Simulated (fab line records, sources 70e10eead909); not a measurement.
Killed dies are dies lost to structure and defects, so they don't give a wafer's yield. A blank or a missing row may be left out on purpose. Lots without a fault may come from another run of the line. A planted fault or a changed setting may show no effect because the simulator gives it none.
Chamber matching | flow nand_harc | NHARC_P_M1_ETCH_35 on rie_diel-03: 4 sister chambers
The step etches the open film in N2/H2, target depth 40 nm, overetch 12 nm, time 43.94 s. 4 wafers are shown with their chamber, then 10 later ones without.

WAFERS WITH THEIR CHAMBER
wafer  | chamber | drypump_motor_current_A (A)
L083.2 | 0       | 5.7
L083.6 | 1       | 5.9
L087.1 | 2       | 6.6
L087.3 | 3       | 5.4

WAFERS WITHOUT THEIR CHAMBER
wafer  | drypump_motor_current_A (A)
L087.4 | 5.7
L088.1 | 5.5
L088.3 | 6.6
L088.4 | 5.7
L094.1 | 5.7
L094.2 | 5.4
L094.5 | 5.7
L097.1 | 5.4
L097.3 | 5.7
L097.6 | 6.0

WHICH CHAMBER EACH WENT THROUGH
wafer  | from the rows above | in truth
L087.4 | 0                   | 0
L088.1 | 3                   | 3
L088.3 | 2                   | 2
L088.4 | 0                   | 0
L094.1 | 0                   | 0
L094.2 | 3                   | 3
L094.5 | 0                   | 0
L097.1 | 3                   | 3
L097.3 | 0                   | 0
L097.6 | 1                   | 1
Placed correctly: 10 of 10. Can't be placed from these rows: 0. Placed wrongly: 0.
How it was worked out, from the rows above alone: a wafer's distance from a chamber is the root of the sum, over the readings, of the square of ((its reading less the chamber's mean) divided by the reading's scatter). The wafer belongs to the nearest chamber; if the next one is less than 2 further off, it can't be placed. A chamber's mean is the mean of its shown wafers. The scatter: with one shown wafer a chamber, the root of the mean of the squares of how far each hidden wafer lies from its nearest shown one.
